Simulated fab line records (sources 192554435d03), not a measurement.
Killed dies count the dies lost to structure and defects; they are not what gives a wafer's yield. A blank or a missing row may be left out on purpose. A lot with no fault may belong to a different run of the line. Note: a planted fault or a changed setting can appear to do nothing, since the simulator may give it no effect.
Which tool is to blame? || flow n5-finfet || 20 lots, 60 wafers sampled, at 3 steps of a route of 1938

WHAT THE GAUGES SHOWED, per wafer
N5_BEOL_M1_CD_MEAS_11: target cd 17.05 nm.
{"lot": "L074", "measured": "day 6 10:32", "on": "cd-sem-02", "cd-nm (nm)": "17.10 17.06 16.74"}
{"lot": "L076", "measured": "day 6 16:41", "on": "cd-sem-01", "cd-nm (nm)": "16.97 17.01 17.09"}
{"lot": "L078", "measured": "day 7 04:44", "on": "cd-sem-01", "cd-nm (nm)": "16.66 16.59 16.52"}
{"lot": "L077", "measured": "day 7 13:34", "on": "cd-sem-02", "cd-nm (nm)": "16.86 17.19 17.22"}
{"lot": "L079", "measured": "day 7 14:17", "on": "cd-sem-01", "cd-nm (nm)": "17.04 16.98 16.77"}
{"lot": "L080", "measured": "day 7 19:00", "on": "cd-sem-02", "cd-nm (nm)": "17.32 16.99 17.01"}
{"lot": "L081", "measured": "day 7 22:46", "on": "cd-sem-02", "cd-nm (nm)": "17.10 16.75 17.06"}
{"lot": "L082", "measured": "day 8 04:23", "on": "cd-sem-02", "cd-nm (nm)": "16.88 16.44 16.64"}
{"lot": "L084", "measured": "day 8 19:15", "on": "cd-sem-02", "cd-nm (nm)": "17.09 17.23 16.98"}
{"lot": "L085", "measured": "day 9 00:58", "on": "cd-sem-01", "cd-nm (nm)": "17.04 17.24 17.08"}
{"lot": "L087", "measured": "day 9 03:34", "on": "cd-sem-01", "cd-nm (nm)": "16.78 16.72 16.91"}
{"lot": "L086", "measured": "day 9 10:39", "on": "cd-sem-01", "cd-nm (nm)": "17.14 16.89 17.15"}
{"lot": "L088", "measured": "day 9 16:20", "on": "cd-sem-01", "cd-nm (nm)": "17.15 16.79 16.73"}
{"lot": "L091", "measured": "day 10 07:12", "on": "cd-sem-02", "cd-nm (nm)": "17.33 17.17 16.93"}
{"lot": "L092", "measured": "day 10 15:08", "on": "cd-sem-02", "cd-nm (nm)": "17.15 17.20 16.92"}
{"lot": "L093", "measured": "day 10 18:40", "on": "cd-sem-02", "cd-nm (nm)": "16.94 16.72 16.76"}
{"lot": "L095", "measured": "day 11 08:08", "on": "cd-sem-02", "cd-nm (nm)": "16.98 17.19 16.82"}
{"lot": "L094", "measured": "day 11 10:53", "on": "cd-sem-01", "cd-nm (nm)": "17.29 17.29 17.49"}
{"lot": "L096", "measured": "day 11 16:46", "on": "cd-sem-01", "cd-nm (nm)": "17.25 17.48 17.39"}
{"lot": "L097", "measured": "day 12 00:46", "on": "cd-sem-02", "cd-nm (nm)": "17.19 17.18 17.21"}

EACH LOT AND THE TOOL THAT RAN IT (in order: tool; ch and the chambers of the sampled wafers; start)
{"lot": "L074", "N5_BEOL_M0_DEP_125": "pecvd-02 ch 0,1,2, day 6 09:44", "N5_BEOL_M1_PECVD_72": "pecvd-02 ch 1,2, day 6 09:58"}
{"lot": "L076", "N5_BEOL_M0_DEP_125": "pecvd-04 ch 0,1,2, day 6 14:19", "N5_BEOL_M1_PECVD_72": "pecvd-02 ch 0,2, day 6 14:33"}
{"lot": "L078", "N5_BEOL_M0_DEP_125": "pecvd-02 ch 1,2, day 7 02:16", "N5_BEOL_M1_PECVD_72": "pecvd-01 ch 1,2, day 7 02:31"}
{"lot": "L077", "N5_BEOL_M0_DEP_125": "pecvd-04 ch 1,2, day 7 09:14", "N5_BEOL_M1_PECVD_72": "pecvd-03 ch 0,1, day 7 09:29"}
{"lot": "L079", "N5_BEOL_M0_DEP_125": "pecvd-02 ch 0,2, day 7 12:50", "N5_BEOL_M1_PECVD_72": "pecvd-01 ch 1,2, day 7 13:04"}
{"lot": "L080", "N5_BEOL_M0_DEP_125": "pecvd-02 ch 0,1,2, day 7 18:00", "N5_BEOL_M1_PECVD_72": "pecvd-03 ch 0,1, day 7 18:15"}
{"lot": "L081", "N5_BEOL_M0_DEP_125": "pecvd-02 ch 0,2, day 7 21:43", "N5_BEOL_M1_PECVD_72": "pecvd-01 ch 1,2, day 7 21:58"}
{"lot": "L082", "N5_BEOL_M0_DEP_125": "pecvd-03 ch 0,1,2, day 8 02:47", "N5_BEOL_M1_PECVD_72": "pecvd-03 ch 0,1,2, day 8 03:01"}
{"lot": "L084", "N5_BEOL_M0_DEP_125": "pecvd-02 ch 0,1,2, day 8 15:29", "N5_BEOL_M1_PECVD_72": "pecvd-03 ch 1,2, day 8 15:43"}
{"lot": "L085", "N5_BEOL_M0_DEP_125": "pecvd-04 ch 0,1, day 9 00:08", "N5_BEOL_M1_PECVD_72": "pecvd-01 ch 1,2, day 9 00:22"}
{"lot": "L087", "N5_BEOL_M0_DEP_125": "pecvd-04 ch 0,1,2, day 9 02:50", "N5_BEOL_M1_PECVD_72": "pecvd-03 ch 0,1, day 9 03:07"}
{"lot": "L086", "N5_BEOL_M0_DEP_125": "pecvd-03 ch 0,1, day 9 08:12", "N5_BEOL_M1_PECVD_72": "pecvd-01 ch 0,1, day 9 08:28"}
{"lot": "L088", "N5_BEOL_M0_DEP_125": "pecvd-04 ch 0,1, day 9 13:24", "N5_BEOL_M1_PECVD_72": "pecvd-02 ch 0,1,2, day 9 13:41"}
{"lot": "L091", "N5_BEOL_M0_DEP_125": "pecvd-03 ch 0,1,2, day 10 06:23", "N5_BEOL_M1_PECVD_72": "pecvd-03 ch 1,2, day 10 06:37"}
{"lot": "L092", "N5_BEOL_M0_DEP_125": "pecvd-04 ch 0,1, day 10 13:32", "N5_BEOL_M1_PECVD_72": "pecvd-03 ch 1,2, day 10 13:47"}
{"lot": "L093", "N5_BEOL_M0_DEP_125": "pecvd-02 ch 1,2, day 10 17:29", "N5_BEOL_M1_PECVD_72": "pecvd-02 ch 0,1, day 10 17:43"}
{"lot": "L095", "N5_BEOL_M0_DEP_125": "pecvd-04 ch 0,1,2, day 11 06:28", "N5_BEOL_M1_PECVD_72": "pecvd-03 ch 0,1, day 11 06:41"}
{"lot": "L094", "N5_BEOL_M0_DEP_125": "pecvd-03 ch 0,2, day 11 07:31", "N5_BEOL_M1_PECVD_72": "pecvd-01 ch 1,2, day 11 07:45"}
{"lot": "L096", "N5_BEOL_M0_DEP_125": "pecvd-03 ch 0,2, day 11 13:47", "N5_BEOL_M1_PECVD_72": "pecvd-03 ch 0,1,2, day 11 14:01"}
{"lot": "L097", "N5_BEOL_M0_DEP_125": "pecvd-02 ch 0,1, day 11 20:10", "N5_BEOL_M1_PECVD_72": "pecvd-02 ch 1,2, day 11 20:24"}
- N5_BEOL_M0_DEP_125: deposits SiCN from 3MS/NH3, target thk 8 nm, time 14 s.
- N5_BEOL_M1_PECVD_72: deposits SiO2 from TEOS/O2, target thk 16 nm, time 18 s.

AS READ BY THE TOOLS THEMSELVES (means over the sampled wafers that have a number; for cases with no such wafer, the mark the record gives instead)
N5_BEOL_M0_DEP_125.
{"lot": "L074", "tool": "pecvd-02", "rf-fwd-power-W (W)": 198.8, "showerhead-plenum-p-Torr (Torr)": 3.670, "throttle-valve-pct (%)": 9.4}
{"lot": "L076", "tool": "pecvd-04", "rf-fwd-power-W (W)": 199.0, "showerhead-plenum-p-Torr (Torr)": 3.649, "throttle-valve-pct (%)": 9.8}
{"lot": "L078", "tool": "pecvd-02", "rf-fwd-power-W (W)": 199.3, "showerhead-plenum-p-Torr (Torr)": 3.675, "throttle-valve-pct (%)": 9.3}
{"lot": "L077", "tool": "pecvd-04", "rf-fwd-power-W (W)": 198.9, "showerhead-plenum-p-Torr (Torr)": 3.666, "throttle-valve-pct (%)": 9.6}
{"lot": "L079", "tool": "pecvd-02", "rf-fwd-power-W (W)": 198.6, "showerhead-plenum-p-Torr (Torr)": 3.674, "throttle-valve-pct (%)": 9.2}
{"lot": "L080", "tool": "pecvd-02", "rf-fwd-power-W (W)": 199.2, "showerhead-plenum-p-Torr (Torr)": 3.666, "throttle-valve-pct (%)": 9.4}
{"lot": "L081", "tool": "pecvd-02", "rf-fwd-power-W (W)": 199.1, "showerhead-plenum-p-Torr (Torr)": 3.655, "throttle-valve-pct (%)": 9.3}
{"lot": "L082", "tool": "pecvd-03", "rf-fwd-power-W (W)": 199.6, "showerhead-plenum-p-Torr (Torr)": 3.670, "throttle-valve-pct (%)": 9.1}
{"lot": "L084", "tool": "pecvd-02", "rf-fwd-power-W (W)": 198.9, "showerhead-plenum-p-Torr (Torr)": 3.674, "throttle-valve-pct (%)": 9.4}
{"lot": "L085", "tool": "pecvd-04", "rf-fwd-power-W (W)": 199.4, "showerhead-plenum-p-Torr (Torr)": 3.629, "throttle-valve-pct (%)": 9.3}
{"lot": "L087", "tool": "pecvd-04", "rf-fwd-power-W (W)": 199.6, "showerhead-plenum-p-Torr (Torr)": 3.650, "throttle-valve-pct (%)": 9.8}
{"lot": "L086", "tool": "pecvd-03", "rf-fwd-power-W (W)": 200.3, "showerhead-plenum-p-Torr (Torr)": 3.666, "throttle-valve-pct (%)": 9.4}
{"lot": "L088", "tool": "pecvd-04", "rf-fwd-power-W (W)": 200.5, "showerhead-plenum-p-Torr (Torr)": 3.629, "throttle-valve-pct (%)": 9.2}
{"lot": "L091", "tool": "pecvd-03", "rf-fwd-power-W (W)": 199.3, "showerhead-plenum-p-Torr (Torr)": 3.669, "throttle-valve-pct (%)": 9.0}
{"lot": "L092", "tool": "pecvd-04", "rf-fwd-power-W (W)": 199.3, "showerhead-plenum-p-Torr (Torr)": 3.638, "throttle-valve-pct (%)": 9.2}
{"lot": "L093", "tool": "pecvd-02", "rf-fwd-power-W (W)": 198.9, "showerhead-plenum-p-Torr (Torr)": 3.671, "throttle-valve-pct (%)": 9.4}
{"lot": "L095", "tool": "pecvd-04", "rf-fwd-power-W (W)": 199.4, "showerhead-plenum-p-Torr (Torr)": 3.652, "throttle-valve-pct (%)": 8.8}
{"lot": "L094", "tool": "pecvd-03", "rf-fwd-power-W (W)": 199.6, "showerhead-plenum-p-Torr (Torr)": 3.679, "throttle-valve-pct (%)": 9.3}
{"lot": "L096", "tool": "pecvd-03", "rf-fwd-power-W (W)": 199.7, "showerhead-plenum-p-Torr (Torr)": 3.672, "throttle-valve-pct (%)": 8.9}
{"lot": "L097", "tool": "pecvd-02", "rf-fwd-power-W (W)": 199.0, "showerhead-plenum-p-Torr (Torr)": 3.663, "throttle-valve-pct (%)": 9.4}

N5_BEOL_M1_PECVD_72.
{"lot": "L074", "tool": "pecvd-02", "heater-power-w (W)": 718, "rf-fwd-power-W (W)": 443.7, "showerhead-plenum-p-Torr (Torr)": 8.84, "throttle-valve-pct (%)": 23.2}
{"lot": "L076", "tool": "pecvd-02", "heater-power-w (W)": 741, "rf-fwd-power-W (W)": 442.9, "showerhead-plenum-p-Torr (Torr)": 8.77, "throttle-valve-pct (%)": 22.7}
{"lot": "L078", "tool": "pecvd-01", "heater-power-w (W)": 731, "rf-fwd-power-W (W)": 445.5, "showerhead-plenum-p-Torr (Torr)": 8.78, "throttle-valve-pct (%)": 21.5}
{"lot": "L077", "tool": "pecvd-03", "heater-power-w (W)": 684, "rf-fwd-power-W (W)": 445.2, "showerhead-plenum-p-Torr (Torr)": 8.84, "throttle-valve-pct (%)": 24.1}
{"lot": "L079", "tool": "pecvd-01", "heater-power-w (W)": 791, "rf-fwd-power-W (W)": 445.9, "showerhead-plenum-p-Torr (Torr)": 8.80, "throttle-valve-pct (%)": 21.6}
{"lot": "L080", "tool": "pecvd-03", "heater-power-w (W)": 664, "rf-fwd-power-W (W)": 445.0, "showerhead-plenum-p-Torr (Torr)": 8.84, "throttle-valve-pct (%)": 24.2}
{"lot": "L081", "tool": "pecvd-01", "heater-power-w (W)": 730, "rf-fwd-power-W (W)": 446.4, "showerhead-plenum-p-Torr (Torr)": 8.79, "throttle-valve-pct (%)": 21.6}
{"lot": "L082", "tool": "pecvd-03", "heater-power-w (W)": 661, "rf-fwd-power-W (W)": 446.2, "showerhead-plenum-p-Torr (Torr)": 8.81, "throttle-valve-pct (%)": 22.5}
{"lot": "L084", "tool": "pecvd-03", "heater-power-w (W)": 603, "rf-fwd-power-W (W)": 444.9, "showerhead-plenum-p-Torr (Torr)": 8.80, "throttle-valve-pct (%)": 21.5}
{"lot": "L085", "tool": "pecvd-01", "heater-power-w (W)": 721, "rf-fwd-power-W (W)": 447.6, "showerhead-plenum-p-Torr (Torr)": 8.81, "throttle-valve-pct (%)": 21.6}
{"lot": "L087", "tool": "pecvd-03", "heater-power-w (W)": 678, "rf-fwd-power-W (W)": 443.8, "showerhead-plenum-p-Torr (Torr)": 8.81, "throttle-valve-pct (%)": 23.3}
{"lot": "L086", "tool": "pecvd-01", "heater-power-w (W)": 723, "rf-fwd-power-W (W)": 444.4, "showerhead-plenum-p-Torr (Torr)": 8.82, "throttle-valve-pct (%)": 23.2}
{"lot": "L088", "tool": "pecvd-02", "heater-power-w (W)": 712, "rf-fwd-power-W (W)": 441.7, "showerhead-plenum-p-Torr (Torr)": 8.82, "throttle-valve-pct (%)": 23.1}
{"lot": "L091", "tool": "pecvd-03", "heater-power-w (W)": 696, "rf-fwd-power-W (W)": 444.9, "showerhead-plenum-p-Torr (Torr)": 8.79, "throttle-valve-pct (%)": 20.8}
{"lot": "L092", "tool": "pecvd-03", "heater-power-w (W)": 623, "rf-fwd-power-W (W)": 446.8, "showerhead-plenum-p-Torr (Torr)": 8.79, "throttle-valve-pct (%)": 21.5}
{"lot": "L093", "tool": "pecvd-02", "heater-power-w (W)": 698, "rf-fwd-power-W (W)": 441.0, "showerhead-plenum-p-Torr (Torr)": 8.77, "throttle-valve-pct (%)": 23.1}
{"lot": "L095", "tool": "pecvd-03", "heater-power-w (W)": 685, "rf-fwd-power-W (W)": 445.7, "showerhead-plenum-p-Torr (Torr)": 8.82, "throttle-valve-pct (%)": 23.1}
{"lot": "L094", "tool": "pecvd-01", "heater-power-w (W)": 788, "rf-fwd-power-W (W)": 448.7, "showerhead-plenum-p-Torr (Torr)": 8.80, "throttle-valve-pct (%)": 21.8}
{"lot": "L096", "tool": "pecvd-03", "heater-power-w (W)": 681, "rf-fwd-power-W (W)": 444.6, "showerhead-plenum-p-Torr (Torr)": 8.81, "throttle-valve-pct (%)": 22.5}
{"lot": "L097", "tool": "pecvd-02", "heater-power-w (W)": 657, "rf-fwd-power-W (W)": 444.1, "showerhead-plenum-p-Torr (Torr)": 8.85, "throttle-valve-pct (%)": 23.5}

THE ANSWER, worked out from the rows above alone
Rule: usual is defined by the lots themselves. The widest of any qualifying gaps counts: lots, ordered by their means at a reading, are off when they make up no more than a third of the lots, leave a main group of 4 or more, and stand apart from it by 3 or more times the standard deviation of that group's means. The tables above print the reading to a certain number of digits; a main group whose means all agree to those digits is not used. Also off: a lot with no number at a reading for which 4 or more lots have one. Where the step has rows for the other lots, those lots are counted as sound. The gauges are gone through in route order, then the tools' own readings, and for those a lot's mean is taken as printed above. The first step at which some lot is off is used, and at that step the reading that is off furthest; a lot without a number counts as furthest.
Nothing can be told from this: no lot is off at any reading shown.

WHAT THE SIMULATOR PUT IN
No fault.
